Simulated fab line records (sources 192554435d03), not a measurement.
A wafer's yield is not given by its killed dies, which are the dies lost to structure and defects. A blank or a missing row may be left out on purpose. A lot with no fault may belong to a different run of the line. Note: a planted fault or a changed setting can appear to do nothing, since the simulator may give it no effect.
fab line records + flow n5-finfet
record:
- lots: 11
- wafers: 31
- last-day: 18
route steps=1938 shown BEOL_M13@1694 BEOL_M14@1716 PASSIVATION@1936
lots untouched by any fault: they come from a run of this same line in which no faults occurred
start-h: hours from the record's first day to the start of the lot's first wafer shown + wait-h: how many hours have passed since the lot's step before this one + " the same as in the row above + L1.1+2: one row covering several wafers at once + - either no value or no given start + * or withheld: withheld + < > ~ a bound
route shown NAME@n: a module of which the file shows steps, and the number in the route of the first + usual: mean/standard deviation of fault-free wafers + same: alike in all rows + chamber/n: place in a boat + sites: per-site readings + _std_site: how widely they spread, as a standard deviation + _edge_site: inner sites' mean taken away from outer sites' mean + radius-mm: for every site, how far away it sits from the centre of the wafer + mask NAME#n: copy n + behind: tool/chamber where the wafer was last shaped + hold: cause of the lot's hold/its duration in hours/its outcome + device: names the non-switching transistor (n, p or np) + end of line: at the end of the route, the tests of the same wafers + a step with no rows: only its recipe + killed: not the wafer's yield, but the dies lost to structure and defects at the first sort + map: the dies of a wafer, with x for killed, . for not killed, _ for no die there
set.NAME: the run value of the setting; set.NAME@STEP: its run value at that earlier step + model.NAME: the simulator's own value behind a step, which no gauge read
route steps across a sampled set of lots; one table per step, one row per wafer
services: from which hour (start-h, from the record's first day; less than 0 if before it) a tool's chamber was out of use, for how many hours, and why
== steps ==
step: N5_BEOL_M13_ETCH_68
recipe:
- chemistry: N2/H2
- target: SOC
- mask-material: SiARC
- source-w: 3000
- bias-w: 350
- temp-c: 40
- time-s: 355
- ion-energy-ev: 200
- pressure-mtorr: 30
- n2-flow-sccm: 200
- h2-flow-sccm: 200
usual:
- bias-w: 350.0/1.1
- drypump-motor-current-A: 5.8/0.53
- oes-product-au: 0.78/0.1
- rf-vpp-V: 523.8/2.5
- showerhead-plenum-p-Torr: 2.54/0.084
- throttle-valve-pct: 17.83/0.24
| lot.wafer | tool        | chamber | start-h | wait-h | bias-w | drypump-motor-current-A | oes-product-au | rf-hours-counter-h | rf-vpp-V | showerhead-plenum-p-Torr | throttle-valve-pct |
|-----------|-------------|---------|---------|--------|--------|-------------------------|----------------|--------------------|----------|--------------------------|--------------------|
| L799.1    | rie-diel-02 | 2       | 260.92  | 0.1    | 351.6  | 5.6                     | 0.73           | 159                | 522.9    | 2.55                     | 17.60              |
| L799.3    | "           | 0       | "       | "      | 349.7  | 6.0                     | 0.69           | 237                | 522.2    | 2.51                     | 18.30              |
| L799.5    | "           | 0       | "       | "      | 348.0  | 6.0                     | 0.69           | -                  | 524.0    | 2.51                     | 18.30              |
| L806.2    | rie-diel-04 | 1       | 299.19  | 0.1    | 349.5  | 6.6                     | 0.73           | 198                | 520.0    | 2.42                     | 18.07              |
| L806.3    | "           | 0       | "       | "      | 349.5  | 6.1                     | 0.69           | 218                | 522.7    | 2.51                     | 17.85              |
| L803.1    | rie-diel-05 | 0       | 312.14  | 0.1    | 348.0  | 5.4                     | 0.67           | 253                | 523.6    | 2.50                     | 18.01              |
| L803.2    | "           | 1       | "       | "      | 351.5  | 6.7                     | 0.67           | 247                | 523.0    | 2.50                     | 18.06              |
| L803.5    | "           | 1       | "       | "      | 352.4  | 6.7                     | 0.67           | -                  | 521.0    | 2.50                     | 18.05              |
| L807.3    | rie-diel-05 | 2       | 324.39  | 0.1    | 346.3  | 5.5                     | 0.87           | 31                 | 521.4    | 2.49                     | 17.52              |
| L807.4    | "           | 0       | "       | "      | 349.9  | 5.4                     | 0.66           | -                  | 524.0    | 2.50                     | 17.99              |
| L810.3    | rie-diel-05 | 2       | 329.17  | 0.1    | 350.0  | 5.5                     | 0.86           | 34                 | 521.8    | 2.49                     | 17.53              |
| L810.5    | "           | 1       | "       | "      | 351.2  | 6.7                     | 0.67           | -                  | 523.2    | 2.50                     | 18.07              |
| L810.6    | "           | 3       | "       | "      | 350.9  | 5.6                     | 0.68           | -                  | 523.2    | 2.50                     | 18.31              |
| L809.1    | rie-diel-02 | 3       | 342.34  | 0.1    | 351.7  | 4.7                     | 0.70           | 237                | 522.3    | 2.51                     | 18.10              |
| L809.3    | "           | 2       | "       | "      | 350.5  | 5.6                     | 0.70           | 186                | 523.4    | 2.54                     | 17.66              |
| L809.4    | "           | 1       | "       | "      | 347.5  | 5.9                     | 0.87           | 60                 | 527.2    | 2.70                     | 17.50              |
| L813.1    | rie-diel-02 | 0       | 349.25  | 0.1    | 350.3  | 6.0                     | 0.95           | 8                  | 523.0    | 2.50                     | 17.91              |
| L813.4    | "           | 3       | "       | "      | 348.5  | 4.7                     | 0.69           | 238                | 523.4    | 2.51                     | 18.09              |
| L813.5    | "           | 2       | "       | "      | 349.7  | 5.6                     | 0.71           | -                  | 522.0    | 2.54                     | 17.64              |
| L812.1    | rie-diel-02 | 2       | 356.07  | 0.1    | 350.2  | 5.7                     | 0.70           | 191                | 522.5    | 2.53                     | 17.66              |
| L812.4    | "           | 3       | "       | "      | 350.4  | 4.8                     | 0.69           | 241                | 523.1    | 2.51                     | 18.12              |
| L812.6    | "           | 2       | "       | "      | 349.7  | 5.6                     | 0.71           | -                  | 523.4    | 2.53                     | 17.65              |
| L814.1    | rie-diel-05 | 2       | 372.50  | 0.1    | 350.5  | 5.5                     | 0.84           | 53                 | 524.5    | 2.48                     | 17.56              |
| L814.4    | "           | 0       | "       | "      | 349.9  | 5.4                     | 0.95           | -                  | 522.0    | 2.50                     | 17.59              |
| L814.5    | "           | 2       | "       | "      | 349.5  | 5.5                     | 0.85           | -                  | 521.8    | 2.48                     | 17.56              |
| L818.3    | rie-diel-05 | 0       | 382.08  | 0.1    | 349.6  | 5.4                     | 0.93           | 16                 | 522.8    | 2.49                     | 17.59              |
| L818.5    | "           | 0       | "       | "      | 349.9  | 5.4                     | 0.94           | -                  | 522.5    | 2.49                     | 17.58              |
| L818.6    | "           | 1       | "       | "      | 349.9  | 6.7                     | 0.96           | -                  | 522.0    | 2.49                     | 17.60              |
| L820.2    | rie-diel-04 | 3       | 405.86  | 0.1    | 350.5  | 5.7                     | 0.86           | 55                 | 527.8    | 2.69                     | 17.77              |
| L820.4    | "           | 3       | "       | "      | 351.7  | 5.7                     | 0.86           | -                  | 528.6    | 2.69                     | 17.77              |
| L820.6    | "           | 1       | "       | "      | 348.9  | 6.7                     | 0.71           | -                  | 518.5    | 2.41                     | 18.10              |
step: N5_BEOL_M13_SPUTTER_45
recipe:
- material: Cu
- target-thk-a: 800
- temp-c: -20
- bias-v: 60
- power-w: 26000
- chamber-pressure-pa: 0.13
- time-s: 13.33
usual:
- chamber-pressure-pa: 0.13002/0.00026
- chuck-gas-flow-sccm: 1.26/0.048
- throttle-valve-pct: 29.5/0.74
| lot.wafer | tool           | chamber | start-h | wait-h | chamber-pressure-pa | chuck-gas-flow-sccm | throttle-valve-pct |
|-----------|----------------|---------|---------|--------|---------------------|---------------------|--------------------|
| L799.1    | pvd-sputter-01 | -       | 265.75  | 0.0    | 0.12994             | 1.23                | 30.0               |
| L799.3    | "              | -       | "       | "      | 0.12994             | 1.27                | 29.8               |
| L799.5    | "              | -       | "       | "      | 0.1304              | 1.23                | 29.9               |
| L806.2    | pvd-sputter-02 | -       | 300.15  | 0.0    | 0.13004             | 1.24                | 29.1               |
| L806.3    | "              | -       | "       | "      | 0.13014             | 1.22                | 30.3               |
| L803.1    | pvd-sputter-02 | -       | 314.73  | 0.0    | 0.13035             | 1.27                | 29.2               |
| L803.2    | "              | -       | "       | "      | 0.12987             | 1.21                | 28.0               |
| L803.5    | "              | -       | "       | "      | 0.12996             | 1.25                | 28.2               |
| L807.3    | pvd-sputter-03 | -       | 327.20  | 0.0    | 0.1299              | 1.28                | 29.2               |
| L807.4    | "              | -       | "       | "      | 0.12983             | 1.35                | 29.6               |
| L810.3    | pvd-sputter-01 | -       | 331.78  | 0.0    | 0.12993             | 1.21                | 30.0               |
| L810.5    | "              | -       | "       | "      | 0.12986             | 1.27                | 30.9               |
| L810.6    | "              | -       | "       | "      | 0.12949             | 1.31                | 29.7               |
| L809.1    | pvd-sputter-03 | -       | 345.12  | 0.0    | 0.12979             | 1.19                | 28.4               |
| L809.3    | "              | -       | "       | "      | 0.12989             | 1.23                | 30.3               |
| L809.4    | "              | -       | "       | "      | 0.12984             | 1.25                | 29.9               |
| L813.1    | pvd-sputter-02 | -       | 351.67  | 0.0    | 0.13018             | 1.26                | 30.4               |
| L813.4    | "              | -       | "       | "      | 0.13017             | 1.23                | 29.4               |
| L813.5    | "              | -       | "       | "      | 0.13001             | 1.24                | 29.7               |
| L812.1    | pvd-sputter-01 | -       | 359.28  | 0.0    | 0.12956             | 1.18                | 29.8               |
| L812.4    | "              | -       | "       | "      | 0.13017             | 1.15                | 28.6               |
| L812.6    | "              | -       | "       | "      | 0.13                | 1.26                | 29.7               |
| L814.1    | pvd-sputter-01 | -       | 376.74  | 0.0    | 0.12995             | 1.32                | 28.6               |
| L814.4    | "              | -       | "       | "      | 0.12963             | 1.18                | 29.8               |
| L814.5    | "              | -       | "       | "      | 0.12992             | 1.18                | 28.6               |
| L818.3    | pvd-sputter-03 | -       | 383.48  | 0.0    | 0.12979             | 1.20                | 30.2               |
| L818.5    | "              | -       | "       | "      | 0.13003             | 1.25                | 29.3               |
| L818.6    | "              | -       | "       | "      | 0.12963             | 1.27                | 28.7               |
| L820.2    | pvd-sputter-02 | -       | 408.44  | 0.0    | 0.13017             | 1.26                | 27.9               |
| L820.4    | "              | -       | "       | "      | 0.13                | 1.24                | 29.6               |
| L820.6    | "              | -       | "       | "      | 0.13035             | 1.27                | 29.5               |
step: N5_BEOL_M13_CMP_49
recipe:
- stop-on: SiOC
- t-overpolish-s: 17.1
- down-force-psi: 1
- platen-rpm: 50
- clearing-platen-down-force-psi: 1.5
- clearing-platen-rpm: 50
- post-cmp-clean: cu-alkaline
- target-thk-nm: 420
- clearing-platen-pad-velocity-m-s: 0.99484
- pad-velocity-m-s: 0.99484
usual:
- barrier-field-endpoint-s: 30.5/0.75
- motor-current-A: 6.0/0.88
- overpolish-run-s: 17.100/0.0084
| lot.wafer | tool   | chamber | start-h | wait-h | barrier-field-endpoint-s | motor-current-A | overpolish-run-s |
|-----------|--------|---------|---------|--------|--------------------------|-----------------|------------------|
| L799.3    | cmp-02 | 2       | 266.49  | 0.2    | 29.7                     | 7.0             | 17.097           |
| L799.1    | "      | 0       | "       | "      | 29.6                     | 5.3             | 17.110           |
| L799.5    | "      | 3       | "       | "      | 30.6                     | 5.3             | 17.095           |
| L806.2    | cmp-02 | 3       | 300.72  | 0.2    | 16.8                     | 5.5             | 17.101           |
| L806.3    | "      | 0       | "       | "      | 30.0                     | 5.4             | 17.099           |
| L803.1    | cmp-02 | 2       | 315.35  | 0.3    | 30.5                     | 6.8             | 17.096           |
| L803.2    | "      | 3       | "       | "      | 17.4                     | 5.4             | 17.095           |
| L803.5    | "      | 1       | "       | "      | 30.9                     | 6.7             | 17.090           |
| L807.3    | cmp-02 | 1       | 328.20  | 0.2    | 30.8                     | 7.2             | 17.101           |
| L807.4    | "      | 2       | "       | "      | 16.8                     | 6.5             | 17.089           |
| L810.3    | cmp-01 | 3       | 332.43  | 0.2    | 30.3                     | 6.9             | 17.103           |
| L810.5    | "      | 2       | "       | "      | 29.7                     | 5.5             | 17.106           |
| L810.6    | "      | 3       | "       | "      | 29.9                     | 6.3             | 17.087           |
| L809.3    | cmp-03 | 0       | 345.70  | 0.2    | 30.5                     | 4.4             | 17.102           |
| L809.1    | "      | 1       | "       | "      | 30.3                     | 6.9             | 17.097           |
| L809.4    | "      | 2       | "       | "      | 30.7                     | 4.7             | 17.093           |
| L813.4    | cmp-03 | 3       | 352.52  | 0.2    | 31.4                     | 7.5             | 17.122           |
| L813.1    | "      | 0       | "       | "      | 31.9                     | 4.9             | 17.111           |
| L813.5    | "      | 1       | "       | "      | 31.0                     | 6.6             | 17.100           |
| L812.4    | cmp-03 | 3       | 359.86  | 0.1    | 29.3                     | 6.8             | 17.075           |
| L812.1    | "      | 1       | "       | "      | 29.7                     | 6.6             | 17.108           |
| L812.6    | "      | 0       | "       | "      | 29.8                     | 4.7             | 17.103           |
| L814.1    | cmp-01 | 2       | 377.36  | 0.3    | 28.9                     | 5.9             | 17.097           |
| L814.4    | "      | 3       | "       | "      | 29.6                     | 6.5             | 17.098           |
| L814.5    | "      | 2       | "       | "      | 29.7                     | 6.0             | 17.099           |
| L818.3    | cmp-01 | 2       | 384.06  | 0.2    | 29.9                     | 5.8             | 17.103           |
| L818.6    | "      | 2       | "       | "      | 29.7                     | 5.6             | 17.102           |
| L818.5    | "      | 3       | "       | "      | 29.7                     | 6.4             | 17.095           |
| L820.2    | cmp-01 | 2       | 409.27  | 0.5    | 30.7                     | 6.0             | 17.088           |
| L820.4    | "      | 3       | "       | "      | 31.1                     | 6.5             | 17.100           |
| L820.6    | "      | 2       | "       | "      | 31.1                     | 5.9             | 17.100           |
step: N5_BEOL_M14_ILD_DEP_00
recipe:
- material: SiO2
- target-thk-a: 11193
- temp-c: 400
- precursor: TEOS/O2
- pressure-torr: 6.5
- rf-w: 900
- teos-flow-sccm: 161.4
- gas: O2
- flow-sccm: 2650
- time-s: 237.4
usual:
- heater-power-w: 498/87
- showerhead-plenum-p-Torr: 8.34/0.05
- throttle-valve-pct: 18.6/1.3
| lot.wafer | tool     | chamber | start-h | wait-h | heater-power-w | showerhead-plenum-p-Torr | since-wet-clean-h | throttle-valve-pct |
|-----------|----------|---------|---------|--------|----------------|--------------------------|-------------------|--------------------|
| L799.1    | pecvd-03 | 0       | 266.98  | 0.0    | 576            | 8.37                     | 1152              | 20.8               |
| L799.3    | "        | 1       | "       | "      | 438            | 8.36                     | 1877              | 18.8               |
| L799.5    | "        | 0       | "       | "      | 472            | 8.40                     | -                 | 20.9               |
| L806.2    | pecvd-04 | 2       | 301.21  | 0.0    | 338            | 8.34                     | 70                | 16.6               |
| L806.3    | "        | 1       | "       | "      | 480            | 8.38                     | 1549              | 18.7               |
| L803.1    | pecvd-04 | 2       | 315.83  | 0.0    | 422            | 8.32                     | 84                | 16.5               |
| L803.2    | "        | 1       | "       | "      | 390            | 8.33                     | 1563              | 18.7               |
| L803.5    | "        | 0       | "       | "      | 463            | 8.22                     | -                 | 19.5               |
| L807.3    | pecvd-04 | 2       | 328.71  | 0.0    | 363            | 8.34                     | 97                | 16.9               |
| L807.4    | "        | 2       | "       | "      | 412            | 8.31                     | -                 | 16.9               |
| L810.3    | pecvd-04 | 2       | 332.88  | 0.0    | 390            | 8.34                     | 102               | 16.8               |
| L810.5    | "        | 2       | "       | "      | 423            | 8.33                     | -                 | 16.8               |
| L810.6    | "        | 0       | "       | "      | 437            | 8.23                     | -                 | 19.7               |
| L809.1    | pecvd-04 | 2       | 346.18  | 0.0    | 333            | 8.33                     | 115               | 16.8               |
| L809.3    | "        | 0       | "       | "      | 503            | 8.22                     | 869               | 19.6               |
| L809.4    | "        | 1       | "       | "      | 346            | 8.35                     | -                 | 18.6               |
| L813.1    | pecvd-03 | 2       | 352.93  | 0.0    | 462            | 8.36                     | 484               | 16.9               |
| L813.4    | "        | 2       | "       | "      | 518            | 8.36                     | -                 | 17.0               |
| L813.5    | "        | 1       | "       | "      | 518            | 8.36                     | -                 | 18.4               |
| L812.1    | pecvd-03 | 1       | 360.35  | 0.0    | 485            | 8.36                     | 1971              | 18.5               |
| L812.4    | "        | 1       | "       | "      | 534            | 8.37                     | -                 | 18.5               |
| L812.6    | "        | 2       | "       | "      | 589            | 8.37                     | -                 | 17.2               |
| L814.1    | pecvd-01 | 1       | 377.80  | 0.0    | 603            | 8.35                     | 1807              | 19.4               |
| L814.4    | "        | 1       | "       | "      | 665            | 8.33                     | -                 | 19.4               |
| L814.5    | "        | 2       | "       | "      | 626            | 8.36                     | -                 | 17.5               |
| L818.3    | pecvd-03 | 2       | 384.55  | 0.0    | 493            | 8.36                     | 516               | 16.9               |
| L818.5    | "        | 0       | "       | "      | 455            | 8.41                     | -                 | 20.6               |
| L818.6    | "        | 2       | "       | "      | 549            | 8.35                     | -                 | 17.1               |
| L820.2    | pecvd-03 | 0       | 409.75  | 0.0    | 548            | 8.39                     | 1295              | 20.8               |
| L820.4    | "        | 1       | "       | "      | 406            | 8.36                     | -                 | 18.7               |
| L820.6    | "        | 0       | "       | "      | 602            | 8.37                     | -                 | 21.1               |
step: N5_PASSIVATION_PROBE_49
usual:
- defect-limited-yield: 91.1/1.4
- killed_at_M0_to_M3: 33/10
- killed_at_M4_up: 15/5.8
- killed-at-contacts: 13/5.9
- killed-at-front-end: 39/11
- killed-at-other: 4/3.6
- killed-dies: 105/16
- killed-open: 68/11
- killed-short: 34/7.8
- sort_bin_5_function: 5.2/0.88
- sort_bin_6_memory: 3.3/0.61
- sort-n-pass: 1075/16
- sort-yield-pct: 91.1/1.4
same:
- gross-dies: 1180
- killed-at-back-side: 0
- sort_bin_4_leakage[%]: 0
- sort_bin_8_speed[%]: 0
| lot.wafer | tool      | chamber | start-h | wait-h | defect-limited-yield[%] | killed_at_M0_to_M3 | killed_at_M4_up | killed-at-contacts | killed-at-front-end | killed-at-other | killed-dies | killed-open | killed-short | sort_bin_5_function[%] | sort_bin_6_memory[%] | sort-n-pass | sort-yield-pct[%] |
|-----------|-----------|---------|---------|--------|-------------------------|--------------------|-----------------|--------------------|---------------------|-----------------|-------------|-------------|--------------|------------------------|----------------------|-------------|-------------------|
| L806.3    | prober-02 | -       | 328.45  | 0.1    | 92.4                    | 21                 | 8               | 12                 | 44                  | 5               | 90          | 61          | 25           | 4.4                    | 3.2                  | 1090        | 92.4              |
| L803.1    | prober-01 | -       | 345.43  | 0.0    | 91.0                    | 46                 | 23              | 9                  | 24                  | 4               | 106         | 73          | 29           | 5.8                    | 3.0                  | 1074        | 91.0              |
| L803.2    | prober-01 | -       | 345.48  | 0.1    | 93.1                    | 31                 | 18              | 3                  | 23                  | 6               | 81          | 47          | 28           | 4.0                    | 2.7                  | 1099        | 93.1              |
| L803.5    | prober-01 | -       | 345.63  | 0.2    | 91.0                    | 50                 | 13              | 9                  | 34                  | 0               | 106         | 65          | 36           | 4.7                    | 3.7                  | 1074        | 91.0              |
| L807.3    | prober-02 | -       | 353.90  | 0.1    | 91.5                    | 30                 | 19              | 11                 | 38                  | 2               | 100         | 70          | 27           | 4.7                    | 3.3                  | 1080        | 91.5              |
| L807.4    | prober-02 | -       | 353.95  | 0.2    | 91.4                    | 46                 | 12              | 16                 | 24                  | 3               | 101         | 68          | 27           | 4.6                    | 3.5                  | 1079        | 91.4              |
| L810.3    | prober-01 | -       | 358.42  | 0.1    | 92.0                    | 34                 | 11              | 4                  | 35                  | 10              | 94          | 60          | 33           | 4.5                    | 3.1                  | 1086        | 92.0              |
| L810.5    | prober-01 | -       | 358.52  | 0.2    | 91.8                    | 46                 | 9               | 7                  | 27                  | 8               | 97          | 54          | 42           | 4.5                    | 3.4                  | 1083        | 91.8              |
| L810.6    | prober-01 | -       | 358.57  | 0.3    | 91.6                    | 28                 | 23              | 19                 | 21                  | 8               | 99          | 69          | 29           | 4.7                    | 3.1                  | 1081        | 91.6              |
| L814.1    | prober-01 | -       | 406.61  | 0.0    | 89.7                    | 40                 | 12              | 23                 | 44                  | 2               | 121         | 70          | 51           | 6.2                    | 3.3                  | 1059        | 89.7              |
| L814.4    | prober-01 | -       | 406.76  | 0.2    | 91.6                    | 29                 | 12              | 11                 | 46                  | 1               | 99          | 61          | 38           | 5.3                    | 2.8                  | 1081        | 91.6              |
| L814.5    | prober-01 | -       | 406.81  | 0.2    | 91.4                    | 36                 | 8               | 24                 | 32                  | 2               | 102         | 70          | 32           | 5.3                    | 3.0                  | 1078        | 91.4              |
| L818.3    | prober-01 | -       | 414.34  | 0.1    | 91.9                    | 31                 | 12              | 9                  | 40                  | 4               | 96          | 70          | 20           | 5.3                    | 2.5                  | 1084        | 91.9              |
| L818.5    | prober-01 | -       | 414.44  | 0.2    | 89.8                    | 52                 | 18              | 13                 | 35                  | 2               | 120         | 78          | 41           | 5.7                    | 4.1                  | 1060        | 89.8              |
| L818.6    | prober-01 | -       | 414.49  | 0.3    | 91.6                    | 32                 | 9               | 20                 | 37                  | 1               | 99          | 65          | 32           | 4.8                    | 3.2                  | 1081        | 91.6              |
killed by level:class
L806.3 FIN_SAQP:geometric-particle:open=13 FIN_SAQP:geometric-particle:short=11 MOL_CONTACT_COAG:geometric-particle:open=10 STI_FIN_REVEAL:geometric-particle:open=6 BEOL_M0_SAQP:geometric-particle:open=6 BEOL_M4:geometric-particle:open=6 BEOL_M3:geometric-particle:open=4 DUMMY_GATE:geometric-particle:open=3
L803.1 BEOL_M2:geometric-particle:open=18 BEOL_M4:geometric-particle:open=10 MOL_CONTACT_COAG:geometric-particle:open=7 BEOL_M0_SAQP:geometric-particle:open=7 BEOL_M0_SAQP:geometric-particle:short=6 BEOL_M2:geometric-particle:short=6 BEOL_M3:geometric-particle:open=6 FIN_SAQP:geometric-particle:short=4
L803.2 BEOL_M2:geometric-particle:open=8 ILD0:geometric-particle:short=6 BEOL_M0_SAQP:geometric-particle:open=6 FIN_SAQP:geometric-particle:open=5 GATE_CUT:geometric-particle:short=4 BEOL_M0_SAQP:geometric-particle:short=4 BEOL_M1:geometric-particle:open=4 BEOL_M5:geometric-particle:open=4
L803.5 FIN_SAQP:geometric-particle:short=11 BEOL_M0_SAQP:geometric-particle:open=9 BEOL_M2:geometric-particle:open=9 MOL_CONTACT_COAG:geometric-particle:open=8 BEOL_M0_SAQP:geometric-particle:short=8 FIN_SAQP:geometric-particle:open=7 BEOL_M3:geometric-particle:open=6 ILD0:geometric-particle:open=4
L807.3 BEOL_M4:geometric-particle:open=10 STI_FIN_REVEAL:geometric-particle:open=9 MOL_CONTACT_COAG:geometric-particle:open=9 BEOL_M2:geometric-particle:open=9 BEOL_M1:geometric-particle:open=7 FIN_SAQP:geometric-particle:short=5 DUMMY_GATE:geometric-particle:open=4 BEOL_M0_SAQP:geometric-particle:short=4
L807.4 MOL_CONTACT_COAG:geometric-particle:open=12 BEOL_M3:geometric-particle:open=11 BEOL_M2:geometric-particle:open=9 BEOL_M1:geometric-particle:open=8 GATE_CUT:geometric-particle:short=5 BEOL_M0_SAQP:geometric-particle:open=5 STI_FIN_REVEAL:geometric-particle:open=4 BEOL_M0_SAQP:geometric-particle:short=4
L810.3 BEOL_M2:geometric-particle:open=15 FIN_SAQP:geometric-particle:open=10 FIN_SAQP:geometric-particle:short=8 BEOL_M1:geometric-particle:open=6 BEOL_M4:geometric-particle:open=5 GATE_CUT:geometric-particle:short=4 BEOL_M2:geometric-particle:short=4 PAD_METAL:geometric-particle:open=4
L810.5 BEOL_M0_SAQP:geometric-particle:short=15 BEOL_M1:geometric-particle:open=11 BEOL_M2:geometric-particle:open=11 FIN_SAQP:geometric-particle:short=6 FIN_SAQP:geometric-particle:open=6 BEOL_M0_SAQP:geometric-particle:open=5 MOL_CONTACT_COAG:geometric-particle:open=4 BEOL_M2:geometric-particle:short=4
L810.6 BEOL_M4:geometric-particle:open=17 MOL_CONTACT_COAG:geometric-particle:open=12 BEOL_M2:geometric-particle:open=9 MOL_CONTACT_COAG:geometric-particle:short=6 DUMMY_GATE:geometric-particle:open=5 BEOL_M1:geometric-particle:open=4 BEOL_M0_SAQP:geometric-particle:short=4 FIN_SAQP:geometric-particle:open=3
L814.1 MOL_CONTACT_COAG:geometric-particle:open=18 FIN_SAQP:geometric-particle:short=13 BEOL_M3:geometric-particle:open=9 BEOL_M2:geometric-particle:open=9 FIN_SAQP:geometric-particle:open=7 BEOL_M0_SAQP:geometric-particle:short=7 MOL_CONTACT_COAG:geometric-particle:short=5 ILD0:geometric-particle:short=4
L814.4 FIN_SAQP:geometric-particle:short=18 BEOL_M3:geometric-particle:open=14 FIN_SAQP:geometric-particle:open=9 MOL_CONTACT_COAG:geometric-particle:open=8 BEOL_M4:geometric-particle:open=8 DUMMY_GATE:geometric-particle:open=5 BEOL_M0_SAQP:geometric-particle:open=5 BEOL_M4:geometric-particle:short=4
L814.5 MOL_CONTACT_COAG:geometric-particle:open=20 FIN_SAQP:geometric-particle:open=10 BEOL_M3:geometric-particle:open=10 FIN_SAQP:geometric-particle:short=9 BEOL_M1:geometric-particle:open=6 BEOL_M0_SAQP:geometric-particle:open=5 MOL_CONTACT_COAG:geometric-particle:short=4 BEOL_M4:geometric-particle:open=4
L818.3 STI_FIN_REVEAL:geometric-particle:open=14 BEOL_M1:geometric-particle:open=9 MOL_CONTACT_COAG:geometric-particle:open=8 GATE_CUT:geometric-particle:open=5 BEOL_M2:geometric-particle:open=5 FIN_SAQP:geometric-particle:open=4 BEOL_M0_SAQP:geometric-particle:open=4 BEOL_M1:geometric-particle:short=4
L818.5 BEOL_M0_SAQP:geometric-particle:short=13 BEOL_M3:geometric-particle:open=13 MOL_CONTACT_COAG:geometric-particle:open=11 STI_FIN_REVEAL:geometric-particle:open=8 GATE_CUT:geometric-particle:short=8 BEOL_M2:geometric-particle:open=6 GATE_CUT:geometric-particle:open=5 BEOL_M0:geometric-particle:open=5
L818.6 MOL_CONTACT_COAG:geometric-particle:open=16 GATE_CUT:geometric-particle:short=11 BEOL_M0_SAQP:geometric-particle:open=7 BEOL_M1:geometric-particle:open=7 STI_FIN_REVEAL:geometric-particle:open=5 BEOL_M0_SAQP:geometric-particle:short=5 FIN_SAQP:geometric-particle:open=4 STI_FIN_REVEAL:geometric-particle:short=4
== services ==
| tool           | chamber | start-h | hours | kind   |
|----------------|---------|---------|-------|--------|
| cmp-02         | -       | 237.50  | 1.2   | repair |
| cmp-02         | -       | 244.44  | 0.2   | repair |
| cmp-02         | -       | 255.96  | 2.2   | repair |
| cmp-03         | -       | 256.25  | 2.7   | repair |
| pecvd-04       | -       | 257.15  | 0.9   | repair |
| rie-diel-02    | 3       | 267.45  | 4.0   | repair |
| cmp-02         | -       | 271.97  | 4.0   | pm     |
| rie-diel-02    | -       | 275.75  | 2.8   | pm     |
| cmp-01         | -       | 291.37  | 5.3   | repair |
| pecvd-04       | -       | 292.11  | 1.9   | repair |
| pecvd-03       | 2       | 307.31  | 8.5   | repair |
| cmp-03         | -       | 309.49  | 1.3   | repair |
| cmp-01         | -       | 314.33  | 3.1   | pm     |
| pecvd-03       | -       | 318.67  | 1.6   | repair |
| pecvd-03       | -       | 339.69  | 1.8   | repair |
| cmp-01         | -       | 355.21  | 1.7   | repair |
| cmp-01         | -       | 357.29  | 4.0   | pm     |
| cmp-02         | -       | 357.88  | 1.3   | repair |
| cmp-01         | -       | 382.95  | 0.2   | repair |
| pecvd-04       | -       | 393.61  | 6.0   | pm     |
| pvd-sputter-01 | -       | 397.33  | 2.9   | repair |
| rie-diel-02    | 3       | 398.43  | 8.6   | repair |
| cmp-01         | -       | 402.67  | 5.1   | pm     |
| cmp-02         | -       | 408.29  | 3.6   | pm     |
== key ==
first-sign:
- step: N5_BEOL_M13_CMP_49
- reading: barrier-field-endpoint-s
- direction: down
- sigmas: 18
- usual: 30.5
- struck: 17.0
effect none on later readings
met-at N5_BEOL_M13_CMP_49
struck-lots L803,L806,L807
struck-wafers L803.2,L806.2,L807.4
not-acting-at N5_BEOL_M13_ETCH_68,N5_BEOL_M13_SPUTTER_45,N5_BEOL_M14_ILD_DEP_00
onset-between 266.49 300.72
fault:
- kind: process-parameter-drift
- tool: cmp-02
- chamber: -
- onset-h: 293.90
- steps: N5_BEOL_M13_CMP_49
- channel: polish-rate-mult
- offset: 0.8
- shape: step
- end-h: 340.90
- scope: struck-wafers-only
